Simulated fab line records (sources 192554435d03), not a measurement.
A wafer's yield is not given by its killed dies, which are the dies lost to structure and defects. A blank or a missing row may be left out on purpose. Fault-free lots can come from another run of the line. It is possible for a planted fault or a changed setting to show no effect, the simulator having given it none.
A single fault, viewed from 3 desks || flow n5_finfet || each desk has only its own numbers; what lay behind them comes last

## AT THE METROLOGY DESK
What the gauges read, lot by lot, whatever tool the lot ran on: means of the sampled wafers that have a number. The brackets show how far a lot's mean lies from the usual mean; more than 4 standard deviations puts the lot out of limits, marked OUT.
Columns: A = cd_nm at N5_MIM_TOP_LITHO_CD_MEAS_08, usual 2000.1 nm
{"lot": "L609", "first seen here": "day 13 03:47", "A": 2000.1}
{"lot": "L610", "first seen here": "day 13 16:59", "A": 2001.2}
{"lot": "L611", "first seen here": "day 13 22:40", "A": 2000.9}
{"lot": "L612", "first seen here": "day 14 04:52", "A": 2000.1}
{"lot": "L614", "first seen here": "day 15 05:04", "A": 1999.0}
{"lot": "L620", "first seen here": "day 15 21:58", "A": 1995.7}
{"lot": "L625", "first seen here": "day 16 18:35", "A": 2001.2}
{"lot": "L623", "first seen here": "day 17 14:05", "A": 2001.0}
{"lot": "L626", "first seen here": "day 18 14:52", "A": 2000.5}
{"lot": "L628", "first seen here": "day 19 05:53", "A": 1999.5}
{"lot": "L630", "first seen here": "day 19 14:58", "A": 1998.8}
This desk's verdict: no lot among the 11 shows anything out of limits.

## THE DEFECT DESK
Counts from the inspections along the route, per lot, as means over the sampled wafers that have a number. The brackets show how far a lot's mean lies from the usual mean; more than 4 standard deviations puts the lot out of limits, marked OUT.
Columns: A = raw_defect_count at N5_MIM_TOP_LITHO_INSPECT_12, usual 1.9
{"lot": "L609", "first seen here": "day 13 03:51", "A": 3.3}
{"lot": "L610", "first seen here": "day 13 17:03", "A": 2.7}
{"lot": "L611", "first seen here": "day 13 22:43", "A": 1.3}
{"lot": "L612", "first seen here": "day 14 04:55", "A": 2.0}
{"lot": "L614", "first seen here": "day 15 05:08", "A": 1.7}
{"lot": "L620", "first seen here": "day 15 22:02", "A": 2.0}
{"lot": "L625", "first seen here": "day 16 18:38", "A": 1.7}
{"lot": "L623", "first seen here": "day 17 14:09", "A": 2.0}
{"lot": "L626", "first seen here": "day 18 14:55", "A": 2.0}
{"lot": "L628", "first seen here": "day 19 05:56", "A": 1.7}
{"lot": "L630", "first seen here": "day 19 15:01", "A": 1.0}
This desk's verdict: no lot among the 11 shows anything out of limits.

## DESK OF THE TOOL OWNER: litho_track-03
The tool's own readings at N5_MIM_TOP_LITHO_DEVELOP_07 (develop time 60 s): means of the sampled wafers that have a number, for each lot that ran on this tool. The brackets show how far a lot's mean lies from the usual mean; more than 4 standard deviations puts the lot out of limits, marked OUT.
Columns: A = developer_temp_C at N5_MIM_TOP_LITHO_DEVELOP_07, usual 21.00 C
{"lot": "L611", "first seen here": "day 13 22:33", "A": 21.00}
{"lot": "L614", "first seen here": "day 15 04:58", "A": 20.88}
{"lot": "L620", "first seen here": "day 15 21:52", "A": 21.02}
{"lot": "L630", "first seen here": "day 19 14:50", "A": 21.00}
This desk's verdict: no lot among the 4 shows anything out of limits.

## TAKEN TOGETHER
Nothing out of limits was seen by the metrology desk.
The defect desk saw nothing out of limits.
Nothing out of limits was seen by the tool owner's desk.

## WHAT THE SIMULATOR HAD PUT IN
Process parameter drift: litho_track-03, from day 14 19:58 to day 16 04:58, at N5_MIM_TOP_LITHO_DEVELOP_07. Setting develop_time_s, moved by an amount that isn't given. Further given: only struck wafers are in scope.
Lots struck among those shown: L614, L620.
